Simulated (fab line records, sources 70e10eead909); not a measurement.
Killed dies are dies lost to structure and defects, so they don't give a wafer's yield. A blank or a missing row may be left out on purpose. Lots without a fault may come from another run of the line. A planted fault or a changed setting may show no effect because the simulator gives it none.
One fault seen from 2 desks | flow nand_harc | each desk has only its own numbers; what lay behind them comes last

THE DEFECT DESK
What the inspections along the route counted, lot by lot: means of the sampled wafers that have a number. A lot is out of limits, marked OUT, if its mean lies more than 4 standard deviations from the usual mean; the brackets give that distance.
Columns: A = raw_defect_count at NHARC_A_M0_INSPECT_27, usual 423
lot  | first seen here | A
L453 | day 17 19:23    | 529
L455 | day 17 23:42    | 352
L456 | day 18 07:09    | 507
L463 | day 19 21:53    | 343
L467 | day 20 17:43    | 458
L470 | day 21 19:29    | 422
L469 | day 22 03:28    | 516
L472 | day 22 04:05    | 356
L471 | day 22 04:33    | 522
L475 | day 23 17:04    | 414
L474 | day 23 17:22    | 408
L476 | day 23 17:59    | 419
This desk's finding: nothing out of limits on any of the 12 lots.

THE TOOL OWNER'S DESK: rie_diel-05
The tool's own readings at NHARC_A_M1_ETCH_35 (etches the open film in N2/H2, target depth 40 nm, overetch 12 nm, time 43.94 s): means of the sampled wafers that have a number, for each lot that ran on this tool. A lot is out of limits, marked OUT, if its mean lies more than 4 standard deviations from the usual mean; the brackets give that distance.
Columns: A = chamber_pressure_mTorr at NHARC_A_M1_ETCH_35, usual 30.003 mTorr; B = drypump_motor_current_A at NHARC_A_M1_ETCH_35, usual 5.6 A; C = oes_product_au at NHARC_A_M1_ETCH_35, usual 0.998 a.u.; D = rf_vpp_V at NHARC_A_M1_ETCH_35, usual 432.0 V; E = run_length_s at NHARC_A_M1_ETCH_35, usual 65.4 s; F = showerhead_plenum_p_Torr at NHARC_A_M1_ETCH_35, usual 2.09 Torr; G = throttle_valve_pct at NHARC_A_M1_ETCH_35, usual 14.171 %
lot  | first seen here | A      | B   | C     | D     | E               | F    | G
L453 | day 17 21:03    | 29.969 | 5.4 | 1.007 | 430.7 | 65.4            | 2.04 | 14.165
L456 | day 18 08:47    | 29.996 | 5.2 | 0.995 | 431.4 | 62.1 (-8.5) OUT | 2.10 | 14.175
L463 | day 19 23:34    | 30.029 | 5.3 | 0.989 | 431.6 | 55.0 (-27) OUT  | 2.13 | 14.171
L475 | day 23 18:42    | 30.014 | 5.4 | 1.003 | 429.4 | 65.2            | 2.00 | 14.170
L476 | day 23 19:32    | 30.022 | 5.3 | 1.002 | 433.3 | 65.4            | 2.14 | 14.167
This desk's finding: out of limits on L456, L463; first on L456, day 18 08:47 (run_length_s at NHARC_A_M1_ETCH_35). In limits: L453, L475, L476.

PUT TOGETHER
The tool owner's desk could have raised an alarm at day 18 08:47, on L456, L463.
The defect desk saw nothing out of limits.
The defect desk has L456, L463 on record, within its limits.
Of the lots named, all ran NHARC_A_M1_ETCH_35 on rie_diel-05.

WHAT THE SIMULATOR HAD PUT IN
Process parameter drift: rie_diel-05, from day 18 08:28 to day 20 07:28, at NHARC_A_M1_ETCH_35. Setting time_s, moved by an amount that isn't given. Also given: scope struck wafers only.
Lots struck among those shown: L456, L463.
Hours from the fault's start to each desk's first reading out of limits: the tool owner's desk, 0.
